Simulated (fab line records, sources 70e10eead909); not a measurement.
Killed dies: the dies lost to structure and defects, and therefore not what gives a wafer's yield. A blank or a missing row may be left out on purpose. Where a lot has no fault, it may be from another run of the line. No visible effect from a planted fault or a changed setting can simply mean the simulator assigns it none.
Matching of chambers ; flow nand-harc ; rie-diel-13 running NHARC_P_GATE_DESCUM_48: 4 sister chambers
The step chemistry O2, time 3 s. 8 wafers are shown with their chamber, then 8 later ones without.

## EACH WAFER AND ITS CHAMBER
wafer;chamber;drypump-motor-current-A (A);oes-product-au (a.u.)
L076.1;0;6.0;0.977
L078.4;0;5.9;0.971
L082.3;1;5.8;0.987
L083.3;1;5.8;0.986
L085.1;2;5.2;0.994
L085.5;2;5.2;0.995
L085.6;3;6.1;1.003
L089.2;3;6.0;0.999

## WAFERS MISSING THEIR CHAMBER
wafer;drypump-motor-current-A (A);oes-product-au (a.u.)
L089.4;5.9;0.981
L089.6;5.9;0.976
L091.1;6.0;1.000
L091.3;5.8;1.005
L091.5;5.9;0.988
L097.2;6.1;0.998
L097.4;5.2;1.005
L097.5;5.1;1.009

## THE CHAMBER EACH PASSED THROUGH
wafer;from the rows above;in truth
L089.4;can't be placed: 0 or 1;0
L089.6;0;0
L091.1;3;3
L091.3;can't be placed: 3 or 1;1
L091.5;1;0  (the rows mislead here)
L097.2;3;3
L097.4;2;2
L097.5;2;2
5 of 8 placed correctly. These rows do not allow placing 2 (true chamber among the candidates in 2). 1 placed wrongly.
How it was worked out, from the rows above alone: a wafer's distance from a chamber is the root of the sum, over the readings, of the square of ((its reading less the chamber's mean) divided by the reading's scatter). The wafer belongs to the nearest chamber; if the next one is less than 2 further off, it can't be placed. The mean given for a chamber averages the wafers shown for that chamber. The scatter: the root of (the sum of the squares of (reading less its chamber's mean) over the shown wafers, divided by (wafers less chambers)).
